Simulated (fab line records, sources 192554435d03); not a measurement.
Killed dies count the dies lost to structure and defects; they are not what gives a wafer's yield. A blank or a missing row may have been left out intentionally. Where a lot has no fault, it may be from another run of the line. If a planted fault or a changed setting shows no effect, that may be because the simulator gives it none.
Split-lot experiment | flow n5 finfet | route with 1938 steps; 7 lots, 21 wafers read

ON THE SPLIT
At N5_BEOL_M7_PECVD_70 (deposits SiO2 from TEOS/O2, target thk 20 nm, time 22.7 s), the setting temp c was moved away from the recipe's 400 C on 4 of the 21 wafers read, by -3.9% to +1.4%. This setting was run at the recipe's value on the other wafers.

FROM THE SPLIT TO THE READING: what the file shows between them, 6 steps
- N5_BEOL_M7_COAT_71: time 60 s, resist thk 5 nm (also split here: spin rpm)
- N5_BEOL_M7_DESCUM_33: chemistry O2, time 7 s (also split here: time s)
- N5_BEOL_M7_ETCH_72: etches underlayer in N2/H2, target depth 6.5 nm, time 5.2 s
- N5_BEOL_M7_ETCH_65: etches SiARC in CF4, target depth 15.6 nm, time 26 s
- N5_BEOL_M7_ETCH_66: etches SOC in N2/H2, target depth 80 nm, overetch 16 nm, time 120 s
- N5_BEOL_M7_STRIP_80: strips in N2/H2, time 10 s

THE READING
SiO2_of_BEOL_M7_PECVD_70.thk nm (the simulator's own value, which no gauge read), in nm, at N5_BEOL_M7_HM_STRIP_39 (strips TiN in peroxide tin strip, target depth 25 nm, time 158 s). No usual value for it is given in the file. Across the 17 wafers here that went through the recipe, the average is 19.8 nm and the standard deviation 0.27 nm.

wafer  | tool, chamber at the split | temp c as run, C | against the recipe | SiO2_of_BEOL_M7_PECVD_70.thk nm, nm | against lot-mates on the recipe
L076.1 | pecvd-02, 1                | 400              | recipe             | 19.6                                | -
L076.3 | pecvd-02, 0                | 405.5            | +1.4%              | 18.8                                | -0.8
L076.6 | pecvd-02, 2                | 405.5            | +1.4%              | 19                                  | -0.6
L082.2 | pecvd-04, 0,1              | 400              | recipe             | 19.4                                | -
L082.4 | pecvd-04, 0                | 400              | recipe             | 19.6                                | -
L082.5 | pecvd-04, 0,1              | 400              | recipe             | 19.6                                | -
L088.1 | pecvd-02, 1                | 400              | recipe             | 19.6                                | -
L088.3 | pecvd-02, 2                | 400              | recipe             | 20                                  | -
L088.4 | pecvd-02, 1                | 400              | recipe             | 20.2                                | -
L090.1 | pecvd-02, 1                | 400              | recipe             | 20                                  | -
L090.2 | pecvd-02, 2                | 400              | recipe             | 19.8                                | -
L090.3 | pecvd-02, 0                | 400              | recipe             | 19.2                                | -
L091.3 | pecvd-02, 1                | 400              | recipe             | 19.6                                | -
L091.4 | pecvd-02, 2                | 400              | recipe             | 20                                  | -
L091.6 | pecvd-02, 0                | 384.3            | -3.9%              | 22                                  | +2.2
L092.1 | pecvd-04, 2                | 400              | recipe             | 19.6                                | -
L092.3 | pecvd-04, 1                | 400              | recipe             | 20                                  | -
L092.4 | pecvd-04, 2                | 400              | recipe             | 19.8                                | -
L096.2 | pecvd-04, 1                | 384.9            | -3.8%              | 21.6                                | +1.6
L096.3 | pecvd-04, 2                | 400              | recipe             | 19.8                                | -
L096.5 | pecvd-04, 0                | 400              | recipe             | 20.2                                | -
Rows listing several chambers each stand for several wafers; the file does not say which wafer went through which chamber.

THE FIT
A straight line over all 21 wafers: SiO2_of_BEOL_M7_PECVD_70.thk nm changes by -0.543 nm for each +1% of temp c; r = -0.94; the points scatter about the line by 0.26 nm.
The same after taking each lot's own level away (the mean of its wafers on the recipe; 21 wafers): -0.497 nm for each +1%; r = -0.94; scatter 0.22 nm.
Per that fit: largest temp c move, reading shift of 2 nm.
Across the lots, their own levels run from 19.53 to 20.00 nm, a range of 1.7 times the standard deviation given above.
So the lot-to-lot level changes the slope little: the two slopes agree.
Check: +1.72 nm against its lot-mates is what the line predicts for one of the wafers moved furthest among these (-3.9%) when that wafer is left out of the fit. Against them it came out at +2.2 nm.

ADDITIONAL SPLITS CARRIED BY THESE WAFERS
These wafers also went through other splits before the reading. Each is held against what the fit with the lots' levels taken away leaves over:
other split on the same wafers | wafers away from the commonest value | r with SiO2_of_BEOL_M7_PECVD_70.thk nm (lot level and that fit taken away)
N5_BEOL_M4_DESCUM_33 time s    | 12                                   | -0.10
N5_BEOL_M5_COAT_60 spin rpm    | 8                                    | -0.19
N5_BEOL_M7_COAT_71 spin rpm    | 6                                    | +0.06
N5_BEOL_M7_DESCUM_33 time s    | 3                                    | -0.11

THE WHOLE CHAIN: every reading that the file lists as answering this split, in the file's order
step                   | what it does                                                     | reading                                                                          | change (the file's fit)               | r (the file's)
N5_BEOL_M7_PECVD_70    | deposits SiO2 from TEOS/O2, target thk 20 nm, time 22.7 s        | SiO2_of_BEOL_M7_PECVD_70.thk nm (the simulator's own value, which no gauge read) | -0.462 nm for each +1% of the setting | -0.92
N5_BEOL_M7_HM_STRIP_39 | strips TiN in peroxide tin strip, target depth 25 nm, time 158 s | SiO2_of_BEOL_M7_PECVD_70.thk nm (the simulator's own value, which no gauge read) | -0.496 nm for each +1% of the setting | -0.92

THE FILE'S OWN FIT
SiO2_of_BEOL_M7_PECVD_70.thk nm changes by -0.496 nm for each +1% of temp c, r = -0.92.
